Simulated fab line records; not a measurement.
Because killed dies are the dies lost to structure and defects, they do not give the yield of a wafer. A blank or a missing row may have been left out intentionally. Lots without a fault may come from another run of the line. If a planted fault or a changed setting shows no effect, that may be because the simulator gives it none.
Matching of chambers :: flow nand-harc :: rie-diel-11 running NHARC_P_BONDPAD_ACTIVATE_29: 4 sister chambers
The step chemistry N2, time 60 s. 18 wafers are shown with their chamber, then 9 later ones without.

WAFERS PAIRED WITH THEIR CHAMBERS
wafer: L765.1
chamber: 0
showerhead-plenum-p-Torr (Torr): 1.83
oes-product-au (a.u.): 0.993
rf-vpp-V (V): 64.7

wafer: L765.3
chamber: 2
showerhead-plenum-p-Torr (Torr): 1.83
oes-product-au (a.u.): 1.011
rf-vpp-V (V): 64.3

wafer: L765.6
chamber: 2
showerhead-plenum-p-Torr (Torr): 1.83
oes-product-au (a.u.): 1.011
rf-vpp-V (V): 64.5

wafer: L767.1
chamber: 1
showerhead-plenum-p-Torr (Torr): 1.72
oes-product-au (a.u.): 1.001
rf-vpp-V (V): 64.1

wafer: L767.4
chamber: 3
showerhead-plenum-p-Torr (Torr): 1.85
oes-product-au (a.u.): 0.995
rf-vpp-V (V): 64.9

wafer: L767.6
chamber: 0
showerhead-plenum-p-Torr (Torr): 1.83
oes-product-au (a.u.): 0.992
rf-vpp-V (V): 64.6

wafer: L769.1
chamber: 1
showerhead-plenum-p-Torr (Torr): 1.71
oes-product-au (a.u.): 0.987
rf-vpp-V (V): 61.5

wafer: L769.2
chamber: 3
showerhead-plenum-p-Torr (Torr): 1.85
oes-product-au (a.u.): 0.999
rf-vpp-V (V): 64.7

wafer: L769.6
chamber: 0
showerhead-plenum-p-Torr (Torr): 1.83
oes-product-au (a.u.): 0.991
rf-vpp-V (V): 63.4

wafer: L770.1
chamber: 2
showerhead-plenum-p-Torr (Torr): 1.83
oes-product-au (a.u.): 1.014
rf-vpp-V (V): 64.7

wafer: L770.3
chamber: 1
showerhead-plenum-p-Torr (Torr): 1.71
oes-product-au (a.u.): 0.998
rf-vpp-V (V): 64.2

wafer: L770.5
chamber: 2
showerhead-plenum-p-Torr (Torr): 1.83
oes-product-au (a.u.): 1.007
rf-vpp-V (V): 63.7

wafer: L772.1
chamber: 0
showerhead-plenum-p-Torr (Torr): 1.83
oes-product-au (a.u.): 0.997
rf-vpp-V (V): 65.2

wafer: L772.4
chamber: 1
showerhead-plenum-p-Torr (Torr): 1.71
oes-product-au (a.u.): 0.992
rf-vpp-V (V): 63.0

wafer: L772.6
chamber: 0
showerhead-plenum-p-Torr (Torr): 1.83
oes-product-au (a.u.): 0.990
rf-vpp-V (V): 64.2

wafer: L773.1
chamber: 3
showerhead-plenum-p-Torr (Torr): 1.85
oes-product-au (a.u.): 0.999
rf-vpp-V (V): 64.7

wafer: L773.2
chamber: 2
showerhead-plenum-p-Torr (Torr): 1.83
oes-product-au (a.u.): 1.013
rf-vpp-V (V): 64.7

wafer: L773.6
chamber: 0
showerhead-plenum-p-Torr (Torr): 1.83
oes-product-au (a.u.): 0.994
rf-vpp-V (V): 64.8

SIGNATURES (averages over the wafers above)
reading: showerhead-plenum-p-Torr
chamber 0: 1.8300
chamber 1: 1.7125
chamber 2: 1.8300
chamber 3: 1.8500
scatter within a chamber: 0.00231

reading: oes-product-au
chamber 0: 0.99283
chamber 1: 0.99450
chamber 2: 1.01120
chamber 3: 0.99767
scatter within a chamber: 0.00366

reading: rf-vpp-V
chamber 0: 64.483
chamber 1: 63.200
chamber 2: 64.380
chamber 3: 64.767
scatter within a chamber: 0.726
Rule: a wafer lies at a distance from a chamber equal to the root of the sum of squares, over the readings, of (its reading less the chamber's mean, divided by the reading's scatter). The wafer belongs to the nearest chamber; if the next one is less than 2 further off, it can't be placed. The scatter: take each reading less its chamber's mean, square it, sum over the shown wafers, divide by the number of wafers less the number of chambers, and take the root.

WAFERS MISSING THEIR CHAMBER
wafer: L779.1
showerhead-plenum-p-Torr (Torr): 1.83
oes-product-au (a.u.): 1.007
rf-vpp-V (V): 64.4

wafer: L779.4
showerhead-plenum-p-Torr (Torr): 1.71
oes-product-au (a.u.): 1.006
rf-vpp-V (V): 63.3

wafer: L779.6
showerhead-plenum-p-Torr (Torr): 1.85
oes-product-au (a.u.): 1.012
rf-vpp-V (V): 65.0

wafer: L782.3
showerhead-plenum-p-Torr (Torr): 1.85
oes-product-au (a.u.): 1.000
rf-vpp-V (V): 65.1

wafer: L782.4
showerhead-plenum-p-Torr (Torr): 1.71
oes-product-au (a.u.): 1.008
rf-vpp-V (V): 63.6

wafer: L782.6
showerhead-plenum-p-Torr (Torr): 1.83
oes-product-au (a.u.): 0.994
rf-vpp-V (V): 64.2

wafer: L785.1
showerhead-plenum-p-Torr (Torr): 1.83
oes-product-au (a.u.): 1.004
rf-vpp-V (V): 63.8

wafer: L785.3
showerhead-plenum-p-Torr (Torr): 1.83
oes-product-au (a.u.): 0.995
rf-vpp-V (V): 64.8

wafer: L785.6
showerhead-plenum-p-Torr (Torr): 1.71
oes-product-au (a.u.): 1.003
rf-vpp-V (V): 63.8

WHICH CHAMBER EACH WENT THROUGH
wafer: L779.1
from the rows above: 2
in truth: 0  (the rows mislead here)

wafer: L779.4
from the rows above: 1
in truth: 1

wafer: L779.6
from the rows above: 3
in truth: 3

wafer: L782.3
from the rows above: 3
in truth: 3

wafer: L782.4
from the rows above: 1
in truth: 1

wafer: L782.6
from the rows above: 0
in truth: 0

wafer: L785.1
from the rows above: can't be placed: 2 or 0
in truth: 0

wafer: L785.3
from the rows above: 0
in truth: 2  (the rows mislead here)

wafer: L785.6
from the rows above: 1
in truth: 1
Correct placement for 6 of the 9. Unplaceable from these rows: 1, with the true chamber sitting among the candidates in 1. Wrongly placed: 2.
